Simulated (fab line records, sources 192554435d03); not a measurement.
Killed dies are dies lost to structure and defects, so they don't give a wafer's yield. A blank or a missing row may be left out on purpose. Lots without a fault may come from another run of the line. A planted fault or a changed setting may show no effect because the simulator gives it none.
fab line records | flow n5_finfet
record lots=6 wafers=18 last_day=16
route steps=1938 shown HKMG_FIN@412 BEOL_M4@1111 PASSIVATION@1936
lots that met no fault: from a run of the same line without faults
start_h: hours from the record's first day to the start of the lot's first wafer shown | wait_h: hours since the lot's step before | " the same as in the row above | L1.1+2: a row that stands for several wafers | - no value, or no start given | * or withheld: withheld | < > ~ a bound
route shown NAME@n: a module of which the file shows steps, and the number in the route of the first | usual: mean/standard deviation of fault-free wafers | same: alike in all rows | chamber/n: place in a boat | sites: the reading at each site | _std_site: their standard deviation | _edge_site: outer sites' mean less inner sites' | radius_mm: how far each site lies from the wafer's centre | mask NAME#n: copy n | behind: the tool/chamber that last shaped the wafer | hold: why the lot was held/for how many hours/how that ended | device: the transistor (n, p or np) that didn't switch | end of line: the same wafers' tests at the end of the route | a step without rows: its recipe alone | killed: dies lost to structure and defects at the first sort, not the wafer's yield | map: a wafer's dies, x killed, . not, _ none there
set.NAME: the setting as run; set.NAME@STEP: as run at that earlier step | model.NAME: the simulator's own value behind a step, which no gauge read
lots at some steps of the route; a table a step, a row a wafer
services: from which hour (start_h, from the record's first day; less than 0 if before it) a tool's chamber was out of use, for how many hours, and why
## steps
# step N5_HKMG_FIN_ALD_79
# recipe material=TiN target_thk_a=15 temp_c=400 ald_precursor_family=TiCl4 ald_co_reactant=NH3 pulse_time_s=1 purge_time_s=3 co_reactant_purge_time_s=2 co_reactant_pulse_time_s=2 ald_cycles=68 pressure_torr=3
# usual heater_power_w=929/90 precursor_pulse_height_rel=1.001/0.022
# columns lot.wafer tool chamber start_h wait_h heater_power_w precursor_pulse_height_rel since_wet_clean_h
L505.1 ald_metal-04 3 72.71 0.0 969 0.981 2813
L505.2 " 0 " " 887 0.998 2813
L505.4 " 1 " " 862 0.991 -
L513.4 ald_metal-04 0 122.04 0.0 919 0.994 2862
L513.5 " 0 " " 890 0.985 -
L513.6 " 3 " " 966 1.039 -
L514.1 ald_metal-04 2 126.42 0.0 882 0.975 2866
L514.2 " 0 " " 903 1.002 2866
L514.6 " 1 " " 873 0.981 -
L521.1 ald_metal-02 2 175.35 0.0 869 1.020 5992
L521.3 " 0 " " 1142 1.023 5992
L521.4 " 3 " " 821 1.032 5992
L522.3 ald_metal-02 2 179.58 0.0 881 1.018 5996
L522.4 " 2 " " 875 0.985 -
L522.5 " 1 " " 941 0.952 -
L527.1 ald_metal-01 2 207.59 0.0 833 0.990 4486
L527.3 " 3 " " 923 0.987 4486
L527.6 " 1 " " 912 0.984 -
# step N5_HKMG_FIN_CVD_62
# recipe material=a-Si target_thk_a=30 temp_c=500 precursor=Si2H6 pressure_torr=1 time_s=20.8
# usual heater_power_w=1417/140
# columns lot.wafer tool chamber start_h wait_h heater_power_w since_wet_clean_h
L505.1 thermal_cvd_si-01 1 73.07 0.2 1386 857
L505.2 " 2 " " 1438 857
L505.4 " 1 " " 1371 -
L513.4 thermal_cvd_si-01 0 122.45 0.2 1163 -
L513.5 " 2 " " 1432 -
L513.6 " 1 " " 1401 -
L514.1 thermal_cvd_si-02 2 126.79 0.2 1437 181
L514.2 " 0 " " 1504 181
L514.6 " 2 " " 1450 -
L521.1 thermal_cvd_si-01 2 175.72 0.2 1395 959
L521.3 " 1 " " 1415 959
L521.4 " 1 " " 1411 -
L522.3 thermal_cvd_si-02 0 179.94 0.2 1564 234
L522.4 " 1 " " 1568 -
L522.5 " 0 " " 1531 -
L527.1 thermal_cvd_si-01 1 207.95 0.2 1402 991
L527.3 " 0 " " 1129 991
L527.6 " 1 " " 1364 -
# step N5_HKMG_FIN_RTA_80
# recipe temp_c=withheld time_s=2 ambient=N2 idle_temp_c=600 ramp_up_c_per_s=150 ramp_down_c_per_s=60 cool_to_c=600
# step N5_HKMG_FIN_PRECLEAN_64
# recipe chemistry=dHF time_s=30 temp_c=25 dilution=withheld
# step N5_HKMG_FIN_WET_ETCH_65
# recipe chemistry=TMAH temp_c=70 conc_wt_pct=5 target=a-Si stop_on=TiN time_s=49 target_depth_nm=3
# step N5_HKMG_FIN_WET_ETCH_81
# recipe chemistry=SC1 target=TiN stop_on=HfO2 mix=1:1:5 temp_c=60 time_s=57 target_depth_nm=6
# step N5_HKMG_FIN_WET_ETCH_82
# recipe chemistry=dHCl mix=1:10000 temp_c=25 target=La2O3 stop_on=HfO2 target_depth_nm=2 dry=ipa_marangoni rinse_time_s=30 rinse_temp_c=23
# step N5_HKMG_FIN_ALD_36
# recipe material=TiN target_thk_a=10 temp_c=400 ald_precursor_family=TiCl4 ald_co_reactant=NH3 pulse_time_s=1 purge_time_s=3 co_reactant_purge_time_s=2 co_reactant_pulse_time_s=2 ald_cycles=47 pressure_torr=3
# usual heater_power_w=928/88 precursor_pulse_height_rel=1.003/0.02
# columns lot.wafer tool chamber start_h wait_h heater_power_w precursor_pulse_height_rel since_wet_clean_h
L505.1 ald_metal-01 0 73.47 0.0 948 1.030 4352
L505.2 " 2 " " 838 1.034 4352
L505.4 " 1 " " 909 1.028 4352
L513.4 ald_metal-02 1 122.80 0.0 922 1.011 5940
L513.5 " 3 " " 807 1.034 -
L513.6 " 2 " " 858 0.993 -
L514.1 ald_metal-01 1 127.18 0.0 910 1.053 4405
L514.2 " 3 " " 920 0.990 4405
L514.6 " 2 " " 804 1.024 -
L521.1 ald_metal-02 1 176.12 0.0 898 1.014 5993
L521.3 " 2 " " 889 1.005 5993
L521.4 " 3 " " 804 0.999 5993
L522.3 ald_metal-04 2 180.37 0.0 915 0.992 2920
L522.4 " 3 " " 987 1.000 2920
L522.5 " 1 " " 898 1.001 -
L527.1 ald_metal-02 1 208.35 0.0 912 1.010 6025
L527.3 " 2 " " 867 0.994 6025
L527.6 " 1 " " 921 1.014 -
# step N5_HKMG_FIN_THK_MEAS_70
# recipe thk_meas_gauge=xrf reads=HfO2_of_HKMG_FIN_HK_ALD_01
# usual HK_THK=1.606/0.019
# columns lot.wafer tool chamber start_h wait_h HK_THK[nm]
L505.1 film_metro-02 - 73.75 0.2 1.616
L505.2 " - " " 1.587
L505.4 " - " " 1.604
L513.4 film_metro-01 - 123.08 0.2 1.613
L513.5 " - " " 1.601
L513.6 " - " " 1.609
L514.1 film_metro-02 - 127.46 0.2 1.565
L514.2 " - " " 1.589
L514.6 " - " " 1.589
L521.1 film_metro-01 - 176.40 0.2 1.607
L521.3 " - " " 1.598
L521.4 " - " " 1.604
L522.3 film_metro-01 - 180.65 0.2 1.596
L522.4 " - " " 1.605
L522.5 " - " " 1.611
L527.1 film_metro-02 - 208.63 0.2 1.596
L527.3 " - " " 1.618
L527.6 " - " " 1.601
# step N5_HKMG_FIN_PWFM_ALD_03
# recipe material=TiN target_thk_a=20 temp_c=400 ald_precursor_family=TiCl4 ald_co_reactant=NH3 pulse_time_s=1 purge_time_s=3 co_reactant_purge_time_s=2 co_reactant_pulse_time_s=2 ald_cycles=91 pressure_torr=3
# usual heater_power_w=924/93 precursor_pulse_height_rel=0.998/0.019
# columns lot.wafer tool chamber start_h wait_h heater_power_w precursor_pulse_height_rel since_wet_clean_h
L505.1 ald_metal-02 1 73.79 0.0 935 0.987 5891
L505.2 " 3 " " 823 0.973 5891
L505.4 " 2 " " 862 0.980 5891
L513.4 ald_metal-04 2 123.12 0.0 903 0.987 2863
L513.5 " 3 " " 991 0.980 -
L513.6 " 2 " " 890 1.001 -
L514.1 ald_metal-04 0 127.50 0.0 879 1.013 2867
L514.2 " 2 " " 872 1.001 2867
L514.6 " 0 " " 905 1.004 -
L521.1 ald_metal-01 0 176.44 0.0 963 1.011 4455
L521.3 " 3 " " 927 0.981 4455
L521.4 " 1 " " 914 0.959 4455
L522.3 ald_metal-01 1 180.68 0.0 921 1.009 4459
L522.4 " 3 " " 905 0.992 4459
L522.5 " 2 " " 830 0.941 -
L527.1 ald_metal-01 2 208.67 0.0 828 1.004 4487
L527.3 " 3 " " 881 1.011 4487
L527.6 " 2 " " 835 1.005 -
# step N5_HKMG_FIN_COAT_29
# recipe resist=SOC temp_c=250 time_s=60 spin_rpm=1500 resist_thk_nm=300
# step N5_HKMG_FIN_COAT_30
# recipe resist=SiARC temp_c=220 time_s=60 spin_rpm=1500 resist_thk_nm=35
# step N5_HKMG_FIN_COAT_06
# recipe resist=CAR-ArF spin_rpm=1500 resist_thk_nm=90
# usual spin_speed_rpm=1499.8/0.99
# columns lot.wafer tool chamber start_h wait_h spin_speed_rpm model.CAR-ArF_of_HKMG_FIN_COAT_06.thk_nm
L505.1 litho_track-04 0 74.26 - 1500.2 89.6
L505.2 " 0 " " 1498.1 89.4
L505.4 " 0 " " 1500.6 89.8
L513.4 litho_track-04 0 123.59 - 1246.8 98.4
L513.5 " 0 " " 1247.4 98.6
L513.6 " 0 " " 1246.7 98.6
L514.1 litho_track-04 0 127.98 - 1247.4 98.8
L514.2 " 0 " " 1248.6 98.6
L514.6 " 0 " " 1247.8 98.6
L521.1 litho_track-03 0 176.92 - 1500.9 89.4
L521.3 " 0 " " 1500.0 89.6
L521.4 " 0 " " 1499.8 89.6
L522.3 litho_track-03 0 181.16 - 1499.4 89.8
L522.4 " 0 " " 1498.8 89.6
L522.5 " 0 " " 1501.6 89.8
L527.1 litho_track-04 0 209.15 - 1499.0 90.2
L527.3 " 0 " " 1500.8 90.2
L527.6 " 0 " " 1500.3 90
# step N5_HKMG_FIN_EBR_08
# recipe solvent=PGMEA ebr_width_mm=1.5
# step N5_HKMG_FIN_SOFTBAKE_07
# recipe temp_c=110 time_s=60 resist=CAR-ArF
# step N5_HKMG_FIN_EXPOSE_09
# recipe mask_id=NWFM na=1.35 source_shape=conventional sigma_outer=0.8 polarization=unpolarized dose_mj=39.25
# step N5_HKMG_FIN_PEB_10
# recipe peb_temp_c=withheld peb_time_s=60 resist=CAR-ArF
# step N5_HKMG_FIN_DEVELOP_11
# recipe develop_time_s=30 developer=TMAH resist=CAR-ArF dev_temp_c=23 rinse_liquid=diw dry=air_spin
# step N5_HKMG_FIN_CD_MEAS_12
# recipe target_cd_nm=92.8 landing_energy_ev=500 detector=se_inlens
# usual cd_nm=92.6/0.74
# columns lot.wafer tool chamber start_h wait_h cd_nm
L505.1 cd_sem-02 0 74.62 - 91.9
L505.2 " 0 " " 92.1
L505.4 " 0 " " 92.1
L513.4 cd_sem-01 0 123.83 - 92.6
L513.5 " 0 " " 92.7
L513.6 " 0 " " 92.8
L514.1 cd_sem-01 0 128.34 - 93.8
L514.2 " 0 " " 92.0
L514.6 " 0 " " 92.6
L521.1 cd_sem-01 0 177.15 - 92.1
L521.3 " 0 " " 92.8
L521.4 " 0 " " 91.7
L522.3 cd_sem-02 0 181.52 - 93.0
L522.4 " 0 " " 93.0
L522.5 " 0 " " 93.8
L527.1 cd_sem-03 0 209.38 - 93.1
L527.3 " 0 " " 94.4
L527.6 " 0 " " 92.7
# step N5_HKMG_FIN_OVL_MEAS_13
# recipe points_per_wafer=44
# usual NWFM_OVL=0.3/0.6
# columns lot.wafer tool chamber start_h wait_h NWFM_OVL[nm]
L505.1 overlay-01 0 74.66 0.0 1.1
L505.2 " 0 " " 0.7
L505.4 " 0 " " 0.7
L513.4 overlay-01 0 123.86 0.0 1.8
L513.5 " 0 " " 0.8
L513.6 " 0 " " 1.8
L514.1 overlay-02 0 128.37 0.0 1.4
L514.2 " 0 " " 1.1
L514.6 " 0 " " 0.2
L521.1 overlay-02 0 177.18 0.0 0.2
L521.3 " 0 " " 0.1
L521.4 " 0 " " 0.6
L522.3 overlay-02 0 181.55 0.0 0.2
L522.4 " 0 " " -0.2
L522.5 " 0 " " 0.3
L527.1 overlay-02 0 209.41 0.0 0.3
L527.3 " 0 " " -0.3
L527.6 " 0 " " 0.7
# step N5_HKMG_FIN_INSPECT_14
# recipe mode=adi inspect_instrument=macro
# usual raw_defect_count=2.1/1.6
# columns lot.wafer tool chamber start_h wait_h raw_defect_count
L505.1 defect_inspect-02 - 74.69 0.0 4
L505.2 " - " " 2
L505.4 " - " " 2
L513.4 defect_inspect-01 - 123.88 0.0 3
L513.5 " - " " 2
L513.6 " - " " 3
L514.1 defect_inspect-01 - 128.39 0.0 1
L514.2 " - " " 7
L514.6 " - " " 2
L521.1 defect_inspect-02 - 177.21 0.0 4
L521.3 " - " " 3
L521.4 " - " " 1
L522.3 defect_inspect-01 - 181.58 0.0 2
L522.4 " - " " 1
L522.5 " - " " 3
L527.1 defect_inspect-02 - 209.44 0.0 1
L527.3 " - " " 2
L527.6 " - " " 5
# step N5_HKMG_FIN_DESCUM_17
# recipe chemistry=O2 time_s=7.9 source_power_w=50 bias_power_w=20 pressure_mtorr=20 rf_frequency_hz=2.712e+07 temp_c=40 resist=CAR-ArF o2_flow_sccm=225
# usual drypump_motor_current_A=5.8/0.47 oes_product_au=0.78/0.061 rf_vpp_V=243.7/1.2 showerhead_plenum_p_Torr=2.13/0.048 throttle_valve_pct=20.53/0.25
# columns lot.wafer tool chamber start_h wait_h drypump_motor_current_A oes_product_au rf_hours_counter_h rf_vpp_V showerhead_plenum_p_Torr throttle_valve_pct
L505.1 rie_diel-06 3 74.72 0.0 5.7 0.87 53 243.3 2.14 20.59
L505.2 " 0 " " 6.4 0.73 163 244.3 2.10 20.84
L505.4 " 1 " " 5.7 0.71 168 246.8 2.19 20.58
L513.4 rie_diel-06 0 123.92 0.0 6.4 0.73 180 242.8 2.09 20.86
L513.5 " 1 " " 5.7 0.71 - 244.4 2.18 20.59
L513.6 " 0 " " 6.4 0.71 - 243.4 2.09 20.84
L514.1 rie_diel-06 2 128.43 0.0 5.5 0.80 95 242.6 2.10 20.21
L514.2 " 3 " " 5.7 0.84 70 244.0 2.13 20.58
L514.6 " 2 " " 5.5 0.80 - 242.6 2.10 20.21
L521.1 rie_diel-06 2 177.24 0.0 5.5 0.78 116 242.7 2.09 20.25
L521.3 " 3 " " 5.7 0.82 90 241.8 2.12 20.64
L521.4 " 0 " " 6.4 0.70 200 242.7 2.08 20.88
L522.3 rie_diel-02 0 182.19 0.6 6.5 0.88 54 244.0 2.20 20.33
L522.4 " 1 " " 6.2 0.71 223 242.0 2.05 20.19
L522.5 " 1 " " 6.3 0.71 - 242.1 2.05 20.16
L527.1 rie_diel-06 1 209.49 0.1 5.7 0.69 215 245.1 2.17 20.63
L527.3 " 0 " " 6.4 0.69 213 243.0 2.08 20.90
L527.6 " 1 " " 5.7 0.69 - 244.3 2.17 20.64
# step N5_HKMG_FIN_ETCH_31
# recipe chemistry=CF4 target=SiARC target_depth_a=455 mask_material=CAR-ArF time_s=75.8 ion_energy_ev=80 pressure_mtorr=40 source_w=545 bias_w=36 Ar_flow_sccm=100 cf4_flow_sccm=100 ends=cleared
# usual drypump_motor_current_A=5.8/0.47 etch_rf_on_time_s=75.1/1.2 mfc_ar_sccm=100.0/0.32 oes_product_au=0.67/0.05 rf_vpp_V=184.6/0.91 showerhead_plenum_p_Torr=2.18/0.04 throttle_valve_pct=15.67/0.2
# columns lot.wafer tool chamber start_h wait_h drypump_motor_current_A etch_rf_on_time_s mfc_ar_sccm oes_product_au rf_hours_counter_h rf_vpp_V showerhead_plenum_p_Torr throttle_valve_pct model.CAR-ArF_of_HKMG_FIN_COAT_06.thk_nm
L505.1 rie_diel-06 3 74.76 0.0 5.7 75.4 99.9 0.75 53 183.2 2.18 15.61 50.4
L505.2 " 0 " " 6.4 75.8 100.1 0.62 163 184.3 2.14 15.86 50.2
L505.4 " 1 " " 5.7 75.0 100.0 0.62 168 185.0 2.22 15.71 50.6
L513.4 rie_diel-06 0 123.95 0.0 6.4 76.0 99.7 0.61 180 185.3 2.13 15.90 59
L513.5 " 1 " " 5.7 73.9 99.4 0.62 - 184.7 2.21 15.73 59.4
L513.6 " 0 " " 6.4 75.3 100.2 0.62 - 183.9 2.13 15.89 59.2
L514.1 rie_diel-06 2 128.46 0.0 5.5 75.0 99.9 0.69 95 183.5 2.16 15.48 59.6
L514.2 " 3 " " 5.7 74.7 99.9 0.72 70 184.3 2.17 15.67 59.6
L514.6 " 2 " " 5.5 74.5 100.0 0.69 - 184.0 2.16 15.48 59.6
L521.1 rie_diel-06 2 177.27 0.0 5.5 76.7 100.3 0.66 116 184.6 2.16 15.53 50.4
L521.3 " 3 " " 5.7 74.5 100.6 0.70 91 185.0 2.17 15.70 50.6
L521.4 " 0 " " 6.4 75.8 100.4 0.60 200 184.4 2.12 15.94 50.4
L522.3 rie_diel-02 0 182.23 0.0 6.5 74.3 100.2 0.74 54 185.1 2.25 15.53 50.4
L522.4 " 1 " " 6.3 76.2 100.2 0.60 223 184.1 2.11 15.50 50.4
L522.5 " 1 " " 6.3 76.0 100.2 0.61 - 184.5 2.11 15.48 50.4
L527.1 rie_diel-06 1 209.53 0.0 5.7 74.8 100.4 0.60 215 185.4 2.20 15.79 51
L527.3 " 0 " " 6.4 75.7 100.3 0.60 213 185.0 2.12 15.97 50.8
L527.6 " 1 " " 5.7 75.1 100.2 0.59 - 184.0 2.20 15.79 50.8
# step N5_HKMG_FIN_ETCH_32
# recipe chemistry=N2/H2 target=SOC target_depth_a=2400 temp_c=40 time_s=300 ion_energy_ev=200 mask_material=SiARC pressure_mtorr=30 source_w=840 bias_w=150 n2_flow_sccm=200 h2_flow_sccm=200
# step N5_BEOL_M4_RC_MEAS_101
# usual DIBL_N=35.9/1.6 DIBL_P=35.6/2.1 IOFF_N=0.149/0.029 IOFF_P=0.20/0.033 ION_N=671/11 ION_P=460/7.3 SS_N=71.4/0.62 SS_P=73.2/0.65 VT_N=251/3.1 VT_P=-251/3.4
# columns lot.wafer tool chamber start_h wait_h DIBL_N[mV/V] DIBL_P[mV/V] IOFF_N[nA/um] IOFF_P[nA/um] ION_N[uA/um] ION_P[uA/um] SS_N[mV/dec] SS_P[mV/dec] VT_N[mV] VT_P[mV]
L505.1 prober-02 0 165.30 0.0 34.7 35.3 0.124 0.17 662 454 71.0 73.4 256 -254
L505.2 " 0 " " 34.8 35.0 0.120 0.16 652 450 70.7 73.1 255 -255
L505.4 " 0 " " 36.1 34.7 0.132 0.15 653 445 71.4 73.5 254 -258
L513.4 prober-01 0 209.50 0.5 38.4 40.8 0.194 0.27 684 474 72.3 74.1 249 -245
L513.5 " 0 " " 37.5 40.9 0.187 0.27 691 475 71.2 74.5 246 -245
L513.6 " 0 " " 37.2 39.6 0.186 0.25 692 475 71.2 74.3 248 -247
L514.1 prober-01 0 222.61 0.0 34.0 34.6 0.133 0.19 664 461 70.9 72.9 252 -250
L514.2 " 0 " " 35.2 35.6 0.148 0.20 677 470 70.5 73.3 251 -247
L514.6 " 0 " " 34.4 34.8 0.140 0.19 675 461 71.5 73.0 252 -252
L521.1 prober-02 0 257.60 0.0 37.4 35.4 0.141 0.19 680 462 71.4 73.3 253 -252
L521.3 " 0 " " 37.6 36.2 0.156 0.20 676 455 71.9 73.9 249 -250
L521.4 " 0 " " 36.7 35.3 0.145 0.19 672 460 70.9 73.0 251 -251
L522.3 prober-02 0 274.11 0.3 33.3 32.8 0.103 0.15 652 448 71.6 72.5 260 -253
L522.4 " 0 " " 35.9 34.9 0.128 0.17 664 455 71.9 73.5 255 -254
L522.5 " 0 " " 37.8 37.3 0.164 0.21 671 470 72.6 73.6 250 -253
L527.1 prober-02 0 300.46 0.0 39.6 38.6 0.223 0.27 694 476 72.4 74.5 242 -244
L527.3 " 0 " " 37.8 37.6 0.195 0.25 690 467 71.7 73.5 247 -248
L527.6 " 0 " " 37.5 37.1 0.180 0.24 675 464 71.8 73.3 246 -247
# step N5_PASSIVATION_PROBE_49
# usual defect_limited_yield=90.9/1.5 killed_at_M0_to_M3=36/9.9 killed_at_M4_up=13/4.5 killed_at_contacts=13/6.4 killed_at_front_end=42/12 killed_at_other=3.4/3 killed_dies=107/18 killed_open=69/13 killed_short=35/8.2 sort_bin_5_function=5.3/1.1 sort_bin_6_memory=3.4/0.69 sort_bin_8_speed=0.00/0.0071 sort_n_pass=1073/18 sort_yield_pct=90.9/1.5
# same gross_dies=1180 killed_at_back_side=0 sort_bin_4_leakage[%]=0
# columns lot.wafer tool chamber start_h wait_h defect_limited_yield[%] killed_at_M0_to_M3 killed_at_M4_up killed_at_contacts killed_at_front_end killed_at_other killed_dies killed_open killed_short sort_bin_5_function[%] sort_bin_6_memory[%] sort_bin_8_speed[%] sort_n_pass sort_yield_pct[%]
L505.1 prober-02 - 258.60 0.0 90.1 39 10 24 42 2 117 84 29 6.0 3.8 0 1063 90.1
L505.2 prober-02 - 258.65 0.1 89.9 53 16 12 33 5 119 85 30 5.1 4.7 0 1061 89.9
L505.4 prober-02 - 258.75 0.2 90.1 42 11 18 42 4 117 81 34 5.6 3.7 0.08 1062 90.0
L513.4 prober-01 - 306.51 0.2 90.8 37 16 11 38 6 108 75 33 5.3 3.5 0 1072 90.8
L513.5 prober-01 - 306.56 0.2 91.5 41 9 4 42 4 100 53 46 4.3 3.7 0 1080 91.5
L513.6 prober-01 - 306.61 0.3 91.2 29 26 12 34 3 104 66 37 5.0 3.6 0 1076 91.2
L514.1 prober-01 - 317.75 0.0 88.7 31 16 8 73 5 133 71 46 5.8 3.8 0 1047 88.7
L514.2 prober-01 - 317.80 0.1 93.1 22 11 5 43 1 82 45 35 3.9 2.6 0 1098 93.1
L514.6 prober-01 - 318.00 0.3 91.5 35 11 10 36 8 100 56 36 4.5 3.0 0 1080 91.5
L521.1 prober-01 - 354.01 0.0 88.4 40 14 23 58 2 137 102 34 7.6 3.9 0 1043 88.4
L521.3 prober-01 - 354.11 0.1 90.0 34 5 26 47 6 118 79 39 6.4 3.3 0 1062 90.0
L521.4 prober-01 - 354.16 0.2 89.7 24 10 30 53 4 121 87 29 5.8 3.6 0 1059 89.7
L522.3 prober-01 - 382.25 0.1 91.0 27 12 15 47 5 106 67 36 5.7 2.9 0 1074 91.0
L522.4 prober-01 - 382.30 0.2 93.5 20 18 10 26 3 77 50 23 3.6 2.6 0 1103 93.5
L522.5 prober-01 - 382.35 0.2 93.1 15 11 11 27 17 81 48 29 4.1 2.4 0 1099 93.1
L527.1 prober-02 - 394.94 0.0 90.7 39 11 21 37 2 110 79 28 5.9 3.1 0 1070 90.7
L527.3 prober-02 - 395.04 0.1 89.7 35 16 8 59 4 122 84 38 5.3 4.8 0 1058 89.7
L527.6 prober-02 - 395.19 0.3 92.7 25 9 12 36 4 86 49 36 3.9 3.1 0 1094 92.7
# killed by level:class
L505.1 MOL_CONTACT_COAG:geometric_particle:open=20 STI_FIN_REVEAL:geometric_particle:open=16 BEOL_M0_SAQP:geometric_particle:short=7 BEOL_M2:geometric_particle:open=7 BEOL_M1:geometric_particle:open=6 BEOL_M0_SAQP:geometric_particle:open=5 BEOL_M3:geometric_particle:open=5 DUMMY_GATE:geometric_particle:open=4
L505.2 BEOL_M3:geometric_particle:open=15 MOL_CONTACT_COAG:geometric_particle:open=12 BEOL_M1:geometric_particle:open=8 BEOL_M5:geometric_particle:open=7 BEOL_M0_SAQP:geometric_particle:open=7 FIN_SAQP:geometric_particle:short=6 BEOL_M0_SAQP:geometric_particle:short=6 BEOL_M0:geometric_particle:open=6
L505.4 MOL_CONTACT_COAG:geometric_particle:open=15 STI_FIN_REVEAL:geometric_particle:open=10 FIN_SAQP:geometric_particle:open=8 BEOL_M2:geometric_particle:open=8 BEOL_M0_SAQP:geometric_particle:open=7 BEOL_M1:geometric_particle:open=6 BEOL_M0_SAQP:geometric_particle:short=5 BEOL_M1:geometric_particle:short=5
L513.4 BEOL_M0_SAQP:geometric_particle:open=14 MOL_CONTACT_COAG:geometric_particle:open=9 FIN_SAQP:geometric_particle:open=8 BEOL_M4:geometric_particle:open=8 STI_FIN_REVEAL:geometric_particle:open=7 BEOL_M0_SAQP:geometric_particle:short=7 FIN_SAQP:geometric_particle:short=6 BEOL_M1:geometric_particle:open=6
L513.5 FIN_SAQP:geometric_particle:short=13 BEOL_M0_SAQP:geometric_particle:open=11 BEOL_M0_SAQP:geometric_particle:short=8 GATE_CUT:geometric_particle:short=7 BEOL_M4:geometric_particle:open=7 STI_FIN_REVEAL:geometric_particle:open=5 BEOL_M1:geometric_particle:open=5 BEOL_M2:geometric_particle:short=5
L513.6 BEOL_M4:geometric_particle:open=14 BEOL_M0_SAQP:geometric_particle:short=12 MOL_CONTACT_COAG:geometric_particle:open=9 FIN_SAQP:geometric_particle:short=6 DUMMY_GATE:geometric_particle:open=6 GATE_CUT:geometric_particle:open=5 BEOL_M0_SAQP:geometric_particle:open=5 BEOL_M2:geometric_particle:open=4
L514.1 STI_FIN_REVEAL:geometric_particle:open=19 HKMG_FIN:area_etch=14 BEOL_M1:geometric_particle:open=10 FIN_SAQP:geometric_particle:short=8 BEOL_M0_SAQP:geometric_particle:open=8 BEOL_M0_SAQP:geometric_particle:short=7 MOL_CONTACT_COAG:geometric_particle:open=6 STI_FIN_REVEAL:geometric_particle:short=5
L514.2 FIN_SAQP:geometric_particle:open=11 STI_FIN_REVEAL:geometric_particle:open=9 FIN_SAQP:geometric_particle:short=7 BEOL_M3:geometric_particle:open=7 MOL_CONTACT_COAG:geometric_particle:open=5 BEOL_M3:geometric_particle:short=4 STARTING-WAFER:geometric_particle:short=4 GATE_CUT:geometric_particle:short=3
L514.6 FIN_SAQP:geometric_particle:short=10 BEOL_M1:geometric_particle:open=9 HKMG_FIN:area_etch=8 MOL_CONTACT_COAG:geometric_particle:open=7 BEOL_M0:geometric_particle:open=6 FIN_SAQP:geometric_particle:open=5 BEOL_M0_SAQP:geometric_particle:short=5 BEOL_M3:geometric_particle:open=5
L521.1 FIN_SAQP:geometric_particle:open=29 MOL_CONTACT_COAG:geometric_particle:open=18 BEOL_M3:geometric_particle:open=10 BEOL_M0_SAQP:geometric_particle:short=9 BEOL_M1:geometric_particle:open=6 MOL_CONTACT_COAG:geometric_particle:short=5 BEOL_M0_SAQP:geometric_particle:open=5 BEOL_M4:geometric_particle:open=4
L521.3 MOL_CONTACT_COAG:geometric_particle:open=22 FIN_SAQP:geometric_particle:open=15 FIN_SAQP:geometric_particle:short=14 STI_FIN_REVEAL:geometric_particle:open=10 BEOL_M2:geometric_particle:open=9 BEOL_M0_SAQP:geometric_particle:short=9 BEOL_M1:geometric_particle:open=6 BEOL_M4:geometric_particle:open=4
L521.4 MOL_CONTACT_COAG:geometric_particle:open=26 FIN_SAQP:geometric_particle:short=10 BEOL_M3:geometric_particle:open=10 FIN_SAQP:geometric_particle:open=9 STI_FIN_REVEAL:geometric_particle:open=9 BEOL_M4:geometric_particle:open=5 STARTING-WAFER:geometric_particle:open=5 HKMG_FIN:area_etch=5
L522.3 MOL_CONTACT_COAG:geometric_particle:open=13 FIN_SAQP:geometric_particle:short=9 FIN_SAQP:geometric_particle:open=9 DUMMY_GATE:geometric_particle:open=8 BEOL_M3:geometric_particle:open=8 BEOL_M1:geometric_particle:open=7 STARTING-WAFER:geometric_particle:short=5 BEOL_M0_SAQP:geometric_particle:open=5
L522.4 MOL_CONTACT_COAG:geometric_particle:open=10 BEOL_M4:geometric_particle:open=8 BEOL_M0_SAQP:geometric_particle:short=6 BEOL_M1:geometric_particle:open=5 STARTING-WAFER:geometric_particle:open=5 FIN_SAQP:geometric_particle:short=4 FIN_SAQP:geometric_particle:open=4 STARTING-WAFER:geometric_particle:short=4
L522.5 MOL_CONTACT_COAG:geometric_particle:open=6 BEOL_M4:geometric_particle:open=5 FIN_SAQP:geometric_particle:short=4 GATE_CUT:geometric_particle:open=4 MOL_CONTACT_COAG:geometric_particle:short=4 BEOL_M0_SAQP:geometric_particle:open=4 BEOL_M1:geometric_particle:open=4 PAD_METAL:geometric_particle:short=4
L527.1 MOL_CONTACT_COAG:geometric_particle:open=19 BEOL_M1:geometric_particle:open=10 BEOL_M3:geometric_particle:open=9 FIN_SAQP:geometric_particle:open=7 DUMMY_GATE:geometric_particle:open=7 BEOL_M0_SAQP:geometric_particle:short=6 GATE_CUT:geometric_particle:short=5 STARTING-WAFER:geometric_particle:open=5
L527.3 FIN_SAQP:geometric_particle:open=18 FIN_SAQP:geometric_particle:short=12 BEOL_M3:geometric_particle:open=11 BEOL_M2:geometric_particle:open=10 STI_FIN_REVEAL:geometric_particle:open=8 BEOL_M4:geometric_particle:open=8 MOL_CONTACT_COAG:geometric_particle:open=7 ILD0:geometric_particle:open=4
L527.6 MOL_CONTACT_COAG:geometric_particle:open=9 FIN_SAQP:geometric_particle:short=6 STI_FIN_REVEAL:geometric_particle:open=6 BEOL_M2:geometric_particle:open=6 BEOL_M0_SAQP:geometric_particle:short=6 FIN_SAQP:geometric_particle:open=5 ILD0:geometric_particle:short=4 BEOL_M1:geometric_particle:open=4
## services
# columns tool chamber start_h hours kind
rie_diel-02 0 64.99 3.1 repair
ald_metal-04 2 67.38 10.5 repair
ald_metal-04 1 74.34 10.1 repair
ald_metal-01 - 82.99 2.1 repair
rie_diel-06 3 91.74 2.4 repair
thermal_cvd_si-01 - 97.77 2.8 pm
thermal_cvd_si-02 2 97.94 7.7 repair
thermal_cvd_si-01 - 106.23 1.4 repair
ald_metal-04 2 107.16 4.8 repair
ald_metal-02 3 137.13 1.5 repair
rie_diel-02 - 156.72 16.8 repair
ald_metal-04 - 156.82 2.9 repair
rie_diel-06 1 161.09 4.9 repair
litho_track-03 - 176.20 - consumable_replace:filter
ald_metal-02 3 177.12 19.9 repair
## key
first_sign step=N5_HKMG_FIN_COAT_06 reading=spin_speed_rpm direction=down sigmas=99+ usual=* struck=*
effect none on later readings
model_effect step=N5_HKMG_FIN_COAT_06 value=CAR-ArF_of_HKMG_FIN_COAT_06.thk_nm without=89.97 struck=98.6
model_effect step=N5_HKMG_FIN_ETCH_31 value=CAR-ArF_of_HKMG_FIN_COAT_06.thk_nm without=50.7 struck=59.4
met_at N5_HKMG_FIN_COAT_06
struck_wafers L513.4,L513.5,L513.6,L514.1,L514.2,L514.6
baseline_loss step=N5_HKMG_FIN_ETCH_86 wafers=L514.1
onset_between 74.26 123.59
fault kind=process_parameter_drift tool=litho_track-04 chamber=- onset_h=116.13 steps=N5_HKMG_FIN_COAT_06 channel=spin_rpm offset=* shape=step end_h=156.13 acts_in=* stated=*
# baseline_loss: these wafers lose ten dies or more at that step, a loss of the line's own and not of a fault; the sort's usual values leave them out
